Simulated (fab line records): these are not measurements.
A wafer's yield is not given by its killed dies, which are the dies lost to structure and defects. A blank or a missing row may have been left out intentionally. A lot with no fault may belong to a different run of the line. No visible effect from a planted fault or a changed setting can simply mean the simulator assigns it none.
8D (eight disciplines) problem report, filled in by code || flow n5Finfet || the parts of the form that need people (team, actions taken, sign-off) are left out

== 1. PROBLEM STATEMENT ==
etchRfOnTimeS at N5_FIN_CUT_ETCH_30 reads a mean of 6.71 s on 3 wafers of 2 lots; wafers without a fault read 10.43 s with a standard deviation of 0.27. Measured from the usual mean, that is -14 standard deviations.
The step: etches underlayer in N2/H2, target depth 13 nm, time 10.4 s.
Earliest sighting: wafer L569.5 on rieDiel-01 at day 3 15:19. Wafers with a number at this step in the record: 27, from 9 lots. The rule behind "out" and "out of limits": a value lying over 4 standard deviations away from the usual mean. Any other wafer with a number is counted as sound.

== 2. WHAT IT IS AND WHAT IT IS NOT ==
{"question": "which readings at this step", "is": "etchRfOnTimeS", "is not": "drypumpMotorCurrentA, showerheadPlenumPTorr, throttleValvePct"}
{"question": "which lots", "is": "L569, L574", "is not": "L564, L568, L570, L580, L581, L585, L586"}
{"question": "which wafers of those lots", "is": "L569.5, L574.3, L574.5", "is not": "L569.1, L569.4, L574.6"}
{"question": "read on which tools", "is": "rieDiel-01", "is not": "rieDiel-03, rieDiel-06"}
{"question": "when", "is": "from day 3 15:19", "is not": "up to then (8 sound wafers); but 16 sound wafers of L570, L574, L580, L581, L585, L586 came after"}

== 3. WHAT RULES OUT EACH SUSPECT ==
Counting: if a tool at a process step up to the reading ran every lot that is out, it stays a suspect. Sound lots after the first of them don't rule it out here, since some wafers of a struck lot are sound.
- aldSin-04 at N5_FIN_SAQP_SPACER2_ALD_28 (deposits SiO2, target thk 8.1 nm, pulse time 1 s, purge time 2 s): kept. It ran every lot that is out, first L569 (day 3 13:37).
- rieDiel-01 at N5_FIN_CUT_ETCH_30 (etches underlayer in N2/H2, target depth 13 nm, time 10.4 s): kept. Ran every lot that is out, first one L569 (day 3 15:19); last sound lot up to then L564 (day 2 08:36). Its own etchRfOnTimeS readings are out on those wafers.
What counting leaves: aldSin-04 at N5_FIN_SAQP_SPACER2_ALD_28 and rieDiel-01 at N5_FIN_CUT_ETCH_30.

== 4. THE CAUSE (what the simulator had put in) ==
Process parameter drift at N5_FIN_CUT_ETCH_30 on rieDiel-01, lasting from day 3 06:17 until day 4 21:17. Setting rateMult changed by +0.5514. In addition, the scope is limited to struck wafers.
Counting left 2 suspects, and this tool is among them.

== 5. THE EFFECT CHAIN, in route order ==
Each row: a reading whose mean over the struck wafers that have a number lies more than 3 standard deviations from the usual. Readings are gone through only where the record gives a usual standard deviation; hours: the median, over the lots, of the time from a lot's start at the first step in this table giving one to that lot's start at this step; sigmas: the change measured in usual standard deviations.
{"hours": 0, "step": "N5_FIN_CUT_ETCH_30", "reading": "etchRfOnTimeS", "usual": "10.43 s", "on struck wafers": 6.71, "change": -3.72, "sigmas": -14}
{"hours": 0, "step": "N5_FIN_CUT_ETCH_30", "reading": "oesProductAu", "usual": "0.66 a.u.", "on struck wafers": 0.87, "change": "+0.21", "sigmas": "+3.0"}
Process steps it contains:
- N5_FIN_CUT_ETCH_30: etches underlayer in N2/H2, target depth 13 nm, time 10.4 s.
Later steps that measure or inspect, where all struck wafers having a row at the step show a number for every such reading and not one has moved that far: N5_BEOL_M4_RC_MEAS_101.

== 6. HOW IT WOULD HAVE BEEN CAUGHT EARLIER ==
First out-of-limits reading in this record: day 3 15:19, which is 9 hours after fault onset at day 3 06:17.
